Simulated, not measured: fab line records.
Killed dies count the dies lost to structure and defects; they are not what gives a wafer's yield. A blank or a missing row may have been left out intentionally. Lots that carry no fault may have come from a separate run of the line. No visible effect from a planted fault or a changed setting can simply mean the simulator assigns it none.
fab line records	flow n5_finfet
record: lots: 11	wafers: 32	last_day: 20
route steps=1938 shown HKMG_FIN@388 PASSIVATION@1936
lots that met no fault: taken from a fault-free run of the same line
start_h: the number of hours between the record's first day and the start of the first shown wafer of the lot	wait_h: hours from the lot's prior step to this one	" repeats the value in the row above	L1.1+2: a row that stands for several wafers	- no value, or no start was given	* or withheld: withheld	< > ~ a bound
route shown NAME@n: a module of which the file shows steps, and the number in the route of the first	usual: mean/standard deviation of fault-free wafers	same: alike in all rows	chamber/n: place in a boat	sites: the reading at each site	_std_site: standard deviation of those values	_edge_site: mean of outer sites minus mean of inner sites	radius_mm: how far each site lies from the wafer's centre	mask NAME#n: copy n	behind: the most recent tool/chamber to have shaped the wafer	hold: why the lot went on hold/how many hours it stayed there/how the hold came to an end	device: the transistor (n, p or np) that didn't switch	end of line: the route-end tests of the same wafers	step lacking rows: just its recipe	killed: the dies lost at the first sort to structure and to defects; this is not the yield of the wafer	map: the dies of a wafer, with x for killed, . for not killed, _ for no die there
set.NAME: the setting as run; set.NAME@STEP: as run at that earlier step	model.NAME: the simulator's own value behind a step, which no gauge read
a sample of lots followed through the steps of the route, with each step as a table and each wafer as a row
services: when a tool's chamber went out of use (start_h, in hours from the record's first day, below 0 if earlier), for how many hours, and the reason
== steps ==
step: N5_HKMG_FIN_ALD_74
recipe: material: La2O3	target_thk_a: 5	temp_c: 250	ald_precursor_family: La-Cp	ald_co_reactant: O3	pulse_time_s: 6	co_reactant_pulse_time_s: 1	purge_time_s: 3	co_reactant_purge_time_s: 3
usual: heater_power_w: 343/41	precursor_pulse_height_rel: 0.999/0.017	susceptor_temp_C: 249.96/0.19
lot.wafer	tool	chamber	start_h	wait_h	heater_power_w	precursor_pulse_height_rel	susceptor_temp_C
L438.2	ald_hk-01	0	70.93	0.2	331	0.999	250.20
L438.3	"	2	"	"	292	1.010	249.97
L438.5	"	3	"	"	303	1.004	249.71
L439.3	ald_hk-01	0	82.84	0.1	337	0.996	250.10
L439.5	"	3	"	"	308	0.987	250.04
L439.6	"	2	"	"	298	1.026	249.60
L440.4	ald_hk-02	0	87.70	0.1	433	1.006	249.82
L440.5	"	0	"	"	423	1.008	250.29
L441.1	ald_hk-01	2	93.81	0.2	296	0.977	250.14
L441.4	"	1	"	"	326	1.012	249.61
L441.5	"	1	"	"	318	0.968	250.14
L444.1	ald_hk-02	3	108.14	0.3	316	0.979	250.13
L444.3	"	2	"	"	419	0.965	250.32
L444.6	"	0	"	"	420	1.009	249.72
L446.2	ald_hk-03	2	118.36	0.2	330	1.036	249.87
L446.4	"	0	"	"	385	1.004	250.17
L446.5	"	1	"	"	339	1.001	249.86
L449.1	ald_hk-01	3	137.55	0.2	298	1.013	249.84
L449.2	"	0	"	"	327	1.007	249.85
L449.4	"	1	"	"	320	0.979	250.04
L453.1	ald_hk-03	1	163.29	0.2	333	1.021	250.10
L453.2	"	0	"	"	365	1.016	250.04
L453.6	"	0	"	"	383	1.024	249.79
L455.1	ald_hk-01	3	174.49	0.2	315	0.987	249.80
L455.4	"	2	"	"	295	1.010	250.00
L455.5	"	1	"	"	322	1.026	249.83
L458.4	ald_hk-01	2	190.31	0.1	294	1.031	250.06
L458.5	"	3	"	"	308	1.009	249.77
L458.6	"	0	"	"	340	0.970	249.91
L460.2	ald_hk-02	2	206.79	0.2	422	0.994	249.98
L460.3	"	0	"	"	429	1.007	250.06
L460.4	"	1	"	"	319	0.978	250.30
step: N5_HKMG_FIN_EXPOSE_46
recipe: mask_id: NDIPOLE	na: 1.35	source_shape: conventional	sigma_outer: 0.8	polarization: unpolarized	dose_mj: 40
lot.wafer	tool	chamber	start_h	wait_h	mask
L438.2+3+5	arfi_scanner-01	0	71.23	-	NDIPOLE#0
L439.3+5+6	arfi_scanner-03	0	83.27	-	NDIPOLE#0
L440.4+5	arfi_scanner-03	0	88.01	-	NDIPOLE#0
L441.1+4+5	arfi_scanner-01	0	94.23	-	NDIPOLE#0
L444.1+3+6	arfi_scanner-03	0	108.56	-	NDIPOLE#0
L446.2+4+5	arfi_scanner-01	0	118.66	-	NDIPOLE#0
L449.1+2+4	arfi_scanner-01	0	137.84	-	NDIPOLE#0
L453.1+2+6	arfi_scanner-03	0	164.03	-	NDIPOLE#0
L455.1+4+5	arfi_scanner-03	0	174.90	-	NDIPOLE#0
L458.4+5+6	arfi_scanner-02	0	190.74	-	NDIPOLE#0
L460.2+3+4	arfi_scanner-02	0	207.21	-	NDIPOLE#0
step: N5_HKMG_FIN_CD_MEAS_49
recipe: target_cd_nm: 202	landing_energy_ev: 500	detector: se_inlens	polarity: opening
usual: cd_nm: 202.0/0.73
lot.wafer	tool	chamber	start_h	wait_h	cd_nm
L438.2	cd_sem-01	0	71.35	-	201.5
L438.3	"	0	"	"	201.5
L438.5	"	0	"	"	201.5
L439.3	cd_sem-03	0	83.39	-	202.6
L439.5	"	0	"	"	201.5
L439.6	"	0	"	"	202.5
L440.4	cd_sem-02	0	88.12	-	202.2
L440.5	"	0	"	"	200.9
L441.1	cd_sem-01	0	94.36	-	201.4
L441.4	"	0	"	"	201.9
L441.5	"	0	"	"	201.8
L444.1	cd_sem-01	0	108.68	-	200.8
L444.3	"	0	"	"	202.2
L444.6	"	0	"	"	202.0
L446.2	cd_sem-03	0	118.78	-	201.4
L446.4	"	0	"	"	202.2
L446.5	"	0	"	"	202.7
L449.1	cd_sem-02	0	137.97	-	203.1
L449.2	"	0	"	"	201.2
L449.4	"	0	"	"	203.3
L453.1	cd_sem-02	0	164.15	-	231.1
L453.2	"	0	"	"	202.9
L453.6	"	0	"	"	202.3
L455.1	cd_sem-03	0	175.03	-	230.2
L455.4	"	0	"	"	201.1
L455.5	"	0	"	"	228.2
L458.4	cd_sem-01	0	190.85	-	202.8
L458.5	"	0	"	"	202.1
L458.6	"	0	"	"	202.4
L460.2	cd_sem-02	0	207.33	-	203.2
L460.3	"	0	"	"	201.7
L460.4	"	0	"	"	201.9
step: N5_HKMG_FIN_ETCH_55
recipe: chemistry: N2/H2	target: SOC	target_depth_a: 2400	temp_c: 40	time_s: 300	ion_energy_ev: 200	mask_material: SiARC	pressure_mtorr: 30	source_w: 840	bias_w: 150	n2_flow_sccm: 200	h2_flow_sccm: 200
usual: drypump_motor_current_A: 5.7/0.37	oes_product_au: 0.79/0.07	rf_fwd_power_W: 837.8/2.6	rf_vpp_V: 523.1/2.4	showerhead_plenum_p_Torr: 2.51/0.084	throttle_valve_pct: 17.81/0.2
same: time_s: 300
lot.wafer	tool	chamber	start_h	wait_h	drypump_motor_current_A	oes_product_au	rf_fwd_power_W	rf_hours_counter_h	rf_vpp_V	showerhead_plenum_p_Torr	throttle_valve_pct
L438.2	rie_diel-04	0	71.80	0.0	5.8	0.80	836.7	96	523.6	2.58	17.54
L438.3	"	1	"	"	6.1	0.77	838.8	142	520.4	2.45	18.01
L438.5	"	0	"	"	5.8	0.81	840.2	-	524.6	2.58	17.54
L439.3	rie_diel-01	2	83.56	0.0	5.2	0.74	840.2	174	525.1	2.56	18.24
L439.5	"	0	"	"	6.2	0.72	837.3	-	527.8	2.60	17.84
L439.6	"	3	"	"	5.0	0.80	837.9	-	521.1	2.43	17.69
L440.4	rie_diel-04	3	88.30	0.0	5.5	0.82	840.0	118	520.7	2.44	17.70
L440.5	"	1	"	"	6.1	0.76	842.4	-	521.1	2.44	18.05
L441.1	rie_diel-01	2	94.54	0.0	5.1	0.74	839.8	178	523.9	2.56	18.27
L441.4	"	0	"	"	6.3	0.72	837.7	206	526.7	2.60	17.87
L441.5	"	3	"	"	5.0	0.80	836.5	-	521.1	2.43	17.69
L444.1	rie_diel-05	1	108.87	0.0	6.2	0.81	837.8	109	524.6	2.53	17.96
L444.3	"	2	"	"	5.3	0.70	837.0	193	526.5	2.59	17.57
L444.6	"	3	"	"	5.4	0.69	831.9	-	521.6	2.38	17.50
L446.2	rie_diel-01	1	118.97	0.0	5.9	0.81	838.3	91	527.8	2.70	17.73
L446.4	"	0	"	"	6.3	0.71	844.4	215	526.7	2.60	17.89
L446.5	"	1	"	"	5.8	0.81	838.3	-	527.9	2.70	17.71
L449.1	rie_diel-04	0	138.20	0.0	5.8	0.79	837.6	119	522.6	2.57	17.58
L449.2	"	1	"	"	6.1	0.73	834.8	166	520.1	2.44	18.05
L449.4	"	2	"	"	5.6	0.93	840.6	19	525.3	2.59	17.85
L453.1	rie_diel-05	0	164.69	0.0	5.2	0.74	840.0	182	520.7	2.43	17.81
L453.2	"	3	"	"	5.5	0.69	835.7	227	520.2	2.37	17.53
L453.6	"	0	"	"	5.2	0.74	842.5	-	519.8	2.43	17.82
L455.1	rie_diel-04	0	175.21	0.0	5.8	0.78	839.1	127	524.3	2.57	17.59
L455.4	"	2	"	"	5.6	0.92	835.3	28	524.7	2.58	17.87
L455.5	"	2	"	"	5.6	0.93	836.7	-	525.6	2.58	17.87
L458.4	rie_diel-04	3	191.17	0.0	5.5	0.79	834.5	148	521.2	2.43	17.75
L458.5	"	1	"	"	6.2	0.73	833.0	-	519.9	2.43	18.09
L458.6	"	0	"	"	5.8	0.77	842.2	-	524.1	2.56	17.60
L460.2	rie_diel-01	1	207.51	0.0	5.8	0.79	833.9	119	525.0	2.69	17.78
L460.3	"	2	"	"	5.1	0.72	839.0	208	523.4	2.55	18.33
L460.4	"	3	"	"	5.0	0.76	834.2	145	519.6	2.41	17.75
step: N5_HKMG_FIN_ETCH_58
recipe: chemistry: N2/H2	target: SOC	target_depth_a: 2158	ion_energy_ev: 50	bias_w: 13	time_s: 741	pressure_mtorr: 30	source_w: 875	n2_flow_sccm: 200	h2_flow_sccm: 200
usual: drypump_motor_current_A: 5.7/0.37	oes_product_au: 0.79/0.068	rf_fwd_power_W: 873.9/2.7	rf_vpp_V: 99.0/0.83	showerhead_plenum_p_Torr: 2.51/0.084	throttle_valve_pct: 17.76/0.2
same: time_s: 741
lot.wafer	tool	chamber	start_h	wait_h	drypump_motor_current_A	oes_product_au	rf_fwd_power_W	rf_hours_counter_h	rf_vpp_V	showerhead_plenum_p_Torr	throttle_valve_pct
L438.2	rie_diel-04	0	72.01	0.0	5.8	0.80	876.7	96	99.5	2.58	17.48
L438.3	"	1	"	"	6.2	0.76	878.0	142	97.9	2.45	17.96
L438.5	"	0	"	"	5.8	0.80	878.4	-	100.8	2.58	17.50
L439.3	rie_diel-01	2	83.77	0.0	5.1	0.74	873.8	174	99.2	2.56	18.20
L439.5	"	0	"	"	6.3	0.71	868.9	-	98.7	2.61	17.81
L439.6	"	3	"	"	5.0	0.80	874.1	-	99.4	2.43	17.64
L440.4	rie_diel-04	3	88.51	0.0	5.5	0.83	874.6	118	99.2	2.44	17.67
L440.5	"	1	"	"	6.2	0.75	875.3	-	98.3	2.44	17.98
L441.1	rie_diel-01	2	94.75	0.0	5.1	0.74	876.8	178	101.1	2.56	18.22
L441.4	"	0	"	"	6.3	0.71	877.7	206	100.0	2.60	17.81
L441.5	"	3	"	"	5.0	0.80	872.9	-	98.1	2.43	17.63
L444.1	rie_diel-05	1	109.08	0.0	6.1	0.81	873.1	110	100.5	2.53	17.92
L444.3	"	2	"	"	5.3	0.71	876.1	193	98.9	2.59	17.53
L444.6	"	3	"	"	5.5	0.69	874.0	-	98.6	2.38	17.48
L446.2	rie_diel-01	1	119.18	0.0	5.8	0.81	874.8	91	99.7	2.70	17.66
L446.4	"	0	"	"	6.2	0.71	875.7	216	100.7	2.60	17.83
L446.5	"	1	"	"	5.8	0.81	874.6	-	99.9	2.70	17.68
L449.1	rie_diel-04	0	138.41	0.0	5.8	0.78	870.2	119	99.0	2.57	17.55
L449.2	"	1	"	"	6.1	0.73	878.3	166	99.4	2.44	18.00
L449.4	"	2	"	"	5.6	0.93	872.9	19	99.1	2.59	17.80
L453.1	rie_diel-05	0	164.90	0.0	5.1	0.75	875.0	182	98.8	2.43	17.77
L453.2	"	3	"	"	5.4	0.69	868.3	227	97.9	2.37	17.50
L453.6	"	0	"	"	5.1	0.75	872.1	-	98.5	2.43	17.78
L455.1	rie_diel-04	0	175.42	0.0	5.8	0.77	878.0	128	99.2	2.57	17.54
L455.4	"	2	"	"	5.6	0.91	866.7	28	99.7	2.58	17.84
L455.5	"	2	"	"	5.7	0.92	869.4	-	100.2	2.58	17.84
L458.4	rie_diel-04	3	191.38	0.0	5.5	0.79	872.1	148	97.8	2.43	17.68
L458.5	"	1	"	"	6.1	0.74	873.5	-	98.3	2.43	18.02
L458.6	"	0	"	"	5.8	0.76	873.1	-	97.1	2.56	17.55
L460.2	rie_diel-01	1	207.72	0.0	5.9	0.78	869.8	119	99.3	2.69	17.73
L460.3	"	2	"	"	5.2	0.71	871.7	209	99.5	2.54	18.27
L460.4	"	3	"	"	5.0	0.76	872.2	145	97.8	2.41	17.71
step: N5_PASSIVATION_PROBE_49
usual: killed_at_M0_to_M3: 36/10	killed_at_M4_up: 14/5.2	killed_at_contacts: 12/6	killed_at_front_end: 37/10	killed_at_other: 4/3.3	killed_dies: 104/18	killed_on_rim: 14/4.1	killed_open: 68/14	killed_short: 34/7.4
same: gross_dies: 1180	killed_at_back_side: 0
lot.wafer	tool	chamber	start_h	wait_h	killed_at_M0_to_M3	killed_at_M4_up	killed_at_contacts	killed_at_front_end	killed_at_other	killed_dies	killed_on_rim	killed_open	killed_short
L453.1	prober-01	-	399.06	0.0	41	14	6	183	16	260	82	70	24
L453.2	prober-01	-	399.11	0.1	49	10	7	40	8	114	12	75	31
L453.6	prober-01	-	399.31	0.3	23	13	3	28	3	70	14	49	20
L455.1	prober-01	-	420.03	0.0	25	9	7	163	12	216	65	45	34
L455.4	prober-01	-	420.18	0.2	29	21	8	37	10	105	19	67	34
L455.5	prober-01	-	420.23	0.2	36	13	9	109	10	177	47	60	30
killed by level:class
L453.1 HKMG_FIN:area_expose=154 BEOL_M2:geometric_particle:open=12 PASSIVATION:area_etch=11 BEOL_M3:geometric_particle:open=10 FIN_SAQP:geometric_particle:open=7 STI_FIN_REVEAL:geometric_particle:open=7 BEOL_M4:geometric_particle:open=7 BEOL_M0_SAQP:geometric_particle:short=5
L453.2 BEOL_M0_SAQP:geometric_particle:open=15 BEOL_M3:geometric_particle:open=11 BEOL_M0_SAQP:geometric_particle:short=8 HKMG_FIN:area_etch=8 MOL_CONTACT_COAG:geometric_particle:open=7 FIN_SAQP:geometric_particle:open=6 BEOL_M4:geometric_particle:open=6 STI_FIN_REVEAL:geometric_particle:open=5
L453.6 BEOL_M0_SAQP:geometric_particle:open=7 BEOL_M3:geometric_particle:open=7 FIN_SAQP:geometric_particle:open=6 BEOL_M4:geometric_particle:open=6 GATE_CUT:geometric_particle:short=5 STI_FIN_REVEAL:geometric_particle:open=4 BEOL_M0_SAQP:geometric_particle:short=4 FIN_SAQP:geometric_particle:short=3
L455.1 HKMG_FIN:area_expose=131 STI_FIN_REVEAL:geometric_particle:open=8 MOL_CONTACT_COAG:geometric_particle:open=6 BEOL_M0_SAQP:geometric_particle:short=5 BEOL_M4:geometric_particle:open=5 STARTING-WAFER:geometric_particle:short=5 FIN_SAQP:geometric_particle:short=4 GATE_CUT:geometric_particle:short=4
L455.4 BEOL_M0_SAQP:geometric_particle:open=8 BEOL_M0_SAQP:geometric_particle:short=7 BEOL_M3:geometric_particle:open=7 BEOL_M4:geometric_particle:open=7 BEOL_M3:geometric_particle:short=6 GATE_CUT:geometric_particle:short=6 MOL_CONTACT_COAG:geometric_particle:open=6 BEOL_M5:geometric_particle:open=6
L455.5 HKMG_FIN:area_expose=83 FIN_SAQP:geometric_particle:open=8 MOL_CONTACT_COAG:geometric_particle:open=8 BEOL_M3:geometric_particle:open=8 BEOL_M4:geometric_particle:open=8 BEOL_M0_SAQP:geometric_particle:short=6 GATE_CUT:geometric_particle:short=5 BEOL_M0_SAQP:geometric_particle:open=5
== services ==
tool	chamber	start_h	hours	kind
arfi_scanner-02	-	51.53	1.0	pm
ald_hk-02	-	64.80	8.7	pm
arfi_scanner-01	-	67.83	1.3	pm
arfi_scanner-02	-	67.89	1.0	pm
arfi_scanner-03	-	77.10	4.9	pm
arfi_scanner-02	-	77.89	1.3	pm
arfi_scanner-02	-	80.40	3.1	pm
ald_hk-01	-	85.19	0.3	repair
arfi_scanner-01	-	86.24	0.3	repair
ald_hk-03	-	88.59	0.7	repair
arfi_scanner-03	-	94.85	1.3	pm
ald_hk-01	-	97.85	8.7	pm
arfi_scanner-01	-	116.87	1.0	pm
arfi_scanner-03	-	124.77	0.8	pm
arfi_scanner-03	-	135.97	1.0	pm
ald_hk-02	-	136.92	6.0	pm
arfi_scanner-01	-	153.05	1.0	pm
ald_hk-02	-	169.76	14.6	pm
rie_diel-01	2	171.91	16.9	repair
arfi_scanner-01	-	176.34	1.3	repair
arfi_scanner-01	-	193.33	1.3	pm
arfi_scanner-01	-	194.63	0.8	pm
rie_diel-04	2	196.85	3.7	repair
arfi_scanner-03	-	206.81	3.4	repair
== key ==
first_sign: step: N5_HKMG_FIN_CD_MEAS_49	reading: cd_nm	direction: up	sigmas: 38	usual: 202.0	struck: 229.8
effect: step: N5_PASSIVATION_PROBE_49	reading: killed_at_front_end	direction: up	sigmas: 11	usual: 37	struck: 152
more_kills_born_at: N5_HKMG_FIN_EXPOSE_46@arfi_scanner-03: 368
met_at N5_HKMG_FIN_EXPOSE_46
struck_lots L453,L455
struck_wafers L453.1,L455.1,L455.5
tester_left_out L453,L455
baseline_loss: step: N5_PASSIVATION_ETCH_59	wafers: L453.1
not_acting_at N5_HKMG_FIN_ALD_74,N5_HKMG_FIN_ETCH_55,N5_HKMG_FIN_ETCH_58
onset_between 108.56 164.03
fault: kind: process_parameter_drift	tool: arfi_scanner-03	chamber: -	onset_h: 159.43	steps: N5_HKMG_FIN_EXPOSE_46	channel: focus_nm	offset: 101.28	shape: step	end_h: 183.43	scope: struck_wafers_only
tester_left_out: of these lots the tester's yield and bins aren't shown, on N5 and GAA mostly nor the transistor test; their killed dies are dies lost to structure and defects alone, not to doping, threshold or leakage, so they don't give the yield
baseline_loss: these wafers lose ten dies or more at that step, a loss of the line's own and not of a fault; the sort's usual values leave them out
